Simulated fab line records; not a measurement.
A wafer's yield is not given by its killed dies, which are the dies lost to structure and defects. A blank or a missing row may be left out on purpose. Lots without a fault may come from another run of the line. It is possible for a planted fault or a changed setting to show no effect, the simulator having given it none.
Lot-split experiment + flow n5Finfet + 21 wafers read across 7 lots, on a route 1938 steps long

== THE SPLIT ==
At N5_BEOL_M10_EXPOSE_08 (exposes mask M10), the setting doseMj was moved away from the recipe's 53.75 on 11 of the 21 wafers read, by -7.2% to +5.2%. For the rest of the wafers, this setting stayed at what the recipe calls for.

== FROM THE SPLIT TO THE READING: what the file shows between them, 17 steps ==
- N5_BEOL_M10_PEB_09: peb time 60 s
- N5_BEOL_M10_DEVELOP_10: develop time 30 s
- N5_BEOL_M10_CD_MEAS_11: target cd 64.1 nm
- N5_BEOL_M10_STRIP_68: strips in N2/H2
- N5_BEOL_M10_STRIP_67: strips in CF4
- N5_BEOL_M10_HM_OPEN_17: chemistry Cl2/BCl3, target TiN, target depth 20 nm, overetch 6 nm
- N5_BEOL_M10_STRIP_19: strips in O2
- N5_BEOL_M10_CD_MEAS_18: pitch 140 nm, target cd 70 nm
- N5_BEOL_M10_COAT_63: time 60 s, resist thk 100 nm
- N5_BEOL_M10_COAT_64: time 60 s, resist thk 30 nm
- N5_BEOL_M10_STRIP_73: strips in C4F6/O2
- N5_BEOL_M10_STRIP_36: strips in N2/H2
- N5_BEOL_M10_TRENCH_ETCH_37: etches SiCOH lowk in C4F6/O2, target depth 148.83 nm, time 48 s
- N5_BEOL_M10_ETCH_41: etches SiCN in CH3F/O2, target depth 42.6 nm, time 86 s
- N5_BEOL_M10_STRIP_77: strips in N2/H2, time 10 s
- N5_BEOL_M10_PRECLEAN_42: cleans in residue remover, time 60 s
- N5_BEOL_M10_SRD_43: time 30 s

== THE READING ==
Shown in nm: cdNm at N5_BEOL_M10_CD_MEAS_35, with target cd 70 nm. On this fab line, fault-free wafers typically give 70.2 nm with a standard deviation of 0.86 nm.

| wafer  | tool, chamber at the split | doseMj as run | against the recipe | cdNm, nm | against lot-mates on the recipe |
|--------|----------------------------|---------------|--------------------|----------|---------------------------------|
| L074.2 | arfiScanner-01, 0          | 53.75         | recipe             | 71.2     | -                               |
| L074.3 | arfiScanner-01, 0          | 53.75         | recipe             | 70.9     | -                               |
| L074.4 | arfiScanner-01, 0          | 53.75         | recipe             | 69.7     | -                               |
| L081.1 | arfiScanner-01, 0          | 54.83         | +2.0%              | 70.7     | +0.8                            |
| L081.3 | arfiScanner-01, 0          | 53.75         | recipe             | 69.9     | -                               |
| L081.5 | arfiScanner-01, 0          | 54.83         | +2.0%              | 71.8     | +1.9                            |
| L079.3 | arfiScanner-03, 0          | 56.53         | +5.2%              | 72.9     | no lot-mate on the recipe       |
| L079.4 | arfiScanner-03, 0          | 56.53         | +5.2%              | 74.2     | no lot-mate on the recipe       |
| L079.5 | arfiScanner-03, 0          | 56.53         | +5.2%              | 73.3     | no lot-mate on the recipe       |
| L082.1 | arfiScanner-02, 0          | 53.75         | recipe             | 69.2     | -                               |
| L082.2 | arfiScanner-02, 0          | 53.75         | recipe             | 70.1     | -                               |
| L082.4 | arfiScanner-02, 0          | 55.07         | +2.5%              | 71.4     | +1.8                            |
| L083.2 | arfiScanner-03, 0          | 53.75         | recipe             | 71.0     | -                               |
| L083.4 | arfiScanner-03, 0          | 52.06         | -3.1%              | 69.3     | -1.7                            |
| L083.5 | arfiScanner-03, 0          | 52.06         | -3.1%              | 69.8     | -1.2                            |
| L087.2 | arfiScanner-03, 0          | 53.75         | recipe             | 68.9     | -                               |
| L087.4 | arfiScanner-03, 0          | 53.75         | recipe             | 70.6     | -                               |
| L087.5 | arfiScanner-03, 0          | 49.87         | -7.2%              | 65.2     | -4.5                            |
| L097.1 | arfiScanner-02, 0          | 53.75         | recipe             | 69.1     | -                               |
| L097.3 | arfiScanner-02, 0          | 52.66         | -2.0%              | 67.8     | -1.3                            |
| L097.6 | arfiScanner-02, 0          | 52.66         | -2.0%              | 69.4     | +0.3                            |

THE FIT
A straight line over all 21 wafers: cdNm changes by +0.6 nm for each +1% of doseMj; r = +0.91; the points scatter about the line by 0.84 nm.
The same after taking each lot's own level away (the mean of its wafers on the recipe; 18 wafers): +0.587 nm for each +1%; r = +0.91; scatter 0.63 nm.
On that fit, the largest move of doseMj shifts the reading by 4.2 nm.
From 69.10 to 71.00 nm: that is the span of the lots' own levels, equal to 2.2 times the standard deviation above.
The two slopes agree, so the slope changes little with the lot-to-lot level.
Check: for one of the wafers moved furthest among these (-7.2%), held out of the fit, the line's prediction against its lot-mates is -3.53 nm. Against them it came out at -4.55 nm.

== ADDITIONAL SPLITS CARRIED BY THESE WAFERS ==
Before the reading, these wafers also passed through other splits. Each is held against what the fit with the lots' levels taken away leaves over:
| other split on the same wafers     | wafers away from the commonest value | r with cdNm (lot level and that fit taken away) |
|------------------------------------|--------------------------------------|-------------------------------------------------|
| N5_BEOL_M8_DEVELOP_10 developTimeS | 3                                    | +0.26                                           |
| N5_BEOL_M9_DESCUM_16 timeS         | 3                                    | +0.38                                           |
| N5_BEOL_M9_ETCH_62 timeS           | 6                                    | -0.26                                           |
| N5_BEOL_M10_HM_DEP_02 targetThkA   | 7                                    | +0.00                                           |

== THE WHOLE CHAIN: every reading that the file lists as answering this split, in the file's order ==
| step                   | what it does                  | reading | change (the file's fit)               | r (the file's) |
|------------------------|-------------------------------|---------|---------------------------------------|----------------|
| N5_BEOL_M10_CD_MEAS_11 | target cd 64.1 nm             | cdNm    | +0.606 nm for each +1% of the setting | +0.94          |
| N5_BEOL_M10_CD_MEAS_18 | pitch 140 nm, target cd 70 nm | cdNm    | +0.559 nm for each +1% of the setting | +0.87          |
| N5_BEOL_M10_CD_MEAS_35 | target cd 70 nm               | cdNm    | +0.598 nm for each +1% of the setting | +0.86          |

== THE FILE'S OWN FIT ==
cdNm changes by +0.598 nm for each +1% of doseMj, r = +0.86.
